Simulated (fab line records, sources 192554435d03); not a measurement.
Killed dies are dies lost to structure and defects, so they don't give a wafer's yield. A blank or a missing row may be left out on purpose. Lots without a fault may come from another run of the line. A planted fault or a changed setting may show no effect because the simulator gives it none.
One fault seen from 3 desks | flow n5_finfet | each desk has only its own numbers; what lay behind them comes last
Where a reading is given only as a bound, like >300, the bound stands for it, and a mean or a difference that rests on one is marked > or <: the true number lies beyond.

THE TOOL OWNER'S DESK: rie_diel-05
The tool's own readings at N5_DUMMY_GATE_HM_OPEN_21 (chemistry CH3F/O2, target SiNx, target depth 120 nm, time 171.4 s): means of the sampled wafers that have a number, for each lot that ran on this tool. A lot is out of limits, marked OUT, if its mean lies more than 4 standard deviations from the usual mean; the brackets give that distance.
Columns: A = drypump_motor_current_A at N5_DUMMY_GATE_HM_OPEN_21, usual 5.6 A; B = oes_o_777_au at N5_DUMMY_GATE_HM_OPEN_21, usual 0.82 a.u.; C = oes_product_au at N5_DUMMY_GATE_HM_OPEN_21, usual 0.81 a.u.; D = rf_vpp_V at N5_DUMMY_GATE_HM_OPEN_21, usual 297 V; E = showerhead_plenum_p_Torr at N5_DUMMY_GATE_HM_OPEN_21, usual 2.02 Torr; F = throttle_valve_pct at N5_DUMMY_GATE_HM_OPEN_21, usual 16.50 %
lot  | first seen here | A   | B    | C    | D   | E    | F
L596 | day 3 21:47     | 5.2 | 0.90 | 0.89 | 294 | 1.98 | 16.35
L599 | day 4 11:46     | 4.8 | 0.82 | 0.79 | 296 | 2.06 | 16.48
L600 | day 4 19:17     | 5.2 | 0.88 | 0.87 | 296 | 2.07 | 16.47
L604 | day 5 22:10     | 5.3 | 0.91 | 0.90 | 296 | 2.04 | 16.39
L615 | day 8 10:14     | 5.2 | 0.84 | 0.82 | 296 | 2.07 | 16.53
This desk's finding: nothing out of limits on any of the 5 lots.

THE METROLOGY DESK
What the gauges read, lot by lot, whatever tool the lot ran on: means of the sampled wafers that have a number. A lot is out of limits, marked OUT, if its mean lies more than 4 standard deviations from the usual mean; the brackets give that distance. Of its 11 readings 7 are shown: those that lie furthest out on some lot.
Columns: A = DIBL_P at N5_BEOL_M4_RC_MEAS_101, usual 36.4 mV/V; B = IOFF_P at N5_BEOL_M4_RC_MEAS_101, usual 0.22 nA/um; C = ION_N at N5_BEOL_M4_RC_MEAS_101, usual 675 uA/um; D = ION_P at N5_BEOL_M4_RC_MEAS_101, usual 463 uA/um; E = SS_P at N5_BEOL_M4_RC_MEAS_101, usual 73.3 mV/dec; F = VT_N at N5_BEOL_M4_RC_MEAS_101, usual 250 mV; G = VT_P at N5_BEOL_M4_RC_MEAS_101, usual -250 mV
lot  | first seen here | A    | B    | C   | D   | E    | F   | G
L596 | day 3 21:39     | 35.5 | 0.20 | 679 | 462 | 73.5 | 253 | -251
L599 | day 4 11:38     | 35.6 | 0.20 | 670 | 458 | 73.3 | 251 | -250
L600 | day 4 19:09     | 39.2 | 0.27 | 690 | 476 | 74.2 | 248 | -247
L604 | day 5 21:50     | 35.8 | 0.25 | 688 | 473 | 73.2 | 247 | -245
L614 | day 8 04:34     | 35.0 | 0.18 | 662 | 458 | 73.0 | 254 | -252
L615 | day 8 10:06     | 37.8 | 0.19 | 675 | 458 | 73.3 | 250 | -252
L616 | day 8 16:40     | 35.5 | 0.22 | 672 | 461 | 72.9 | 250 | -250
This desk's finding: nothing out of limits on any of the 7 lots.

THE DEFECT DESK
What the inspections along the route counted, lot by lot: means of the sampled wafers that have a number. A lot is out of limits, marked OUT, if its mean lies more than 4 standard deviations from the usual mean; the brackets give that distance.
Columns: A = raw_defect_count at N5_DUMMY_GATE_INSPECT_27, usual 283; B = raw_defect_count at N5_SPACER0_INSPECT_04, usual 129; C = raw_defect_count at N5_SD_EPI_N_INSPECT_11, usual 2.0; D = raw_defect_count at N5_SD_EPI_N_INSPECT_26, usual 193
lot  | first seen here | A   | B              | C                      | D
L596 | day 3 22:26     | 189 | 117            | 2.7                    | 168
L599 | day 4 12:27     | 210 | 118            | 3.3                    | 181
L600 | day 4 20:02     | 610 | 496 (+11) OUT  | >300 (+99 or more) OUT | 538 (+8.6) OUT
L604 | day 5 22:50     | 599 | 439 (+9.4) OUT | >300 (+99 or more) OUT | 517 (+8.1) OUT
L614 | day 8 05:20     | 328 | 160            | 1.7                    | 192
L615 | day 8 10:53     | 212 | 93             | 2.3                    | 158
L616 | day 8 17:30     | 374 | 131            | 2.3                    | 203
This desk's finding: out of limits on L600, L604; first on L600, day 4 22:21 (raw_defect_count at N5_SPACER0_INSPECT_04). In limits: L596, L599, L614, L615, L616.

PUT TOGETHER
The defect desk could have raised an alarm at day 4 22:21, on L600, L604.
The tool owner's desk saw nothing out of limits.
The metrology desk saw nothing out of limits.
The tool owner's desk has L600, L604 on record, within its limits.
The metrology desk has L600, L604 on record, within its limits.
Of the lots named, all ran N5_DUMMY_GATE_HM_OPEN_21 on rie_diel-05.

WHAT THE SIMULATOR HAD PUT IN
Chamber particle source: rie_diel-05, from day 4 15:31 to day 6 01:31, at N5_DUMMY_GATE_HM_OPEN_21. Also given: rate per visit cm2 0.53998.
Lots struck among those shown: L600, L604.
Hours from the fault's start to each desk's first reading out of limits: the defect desk, 7.
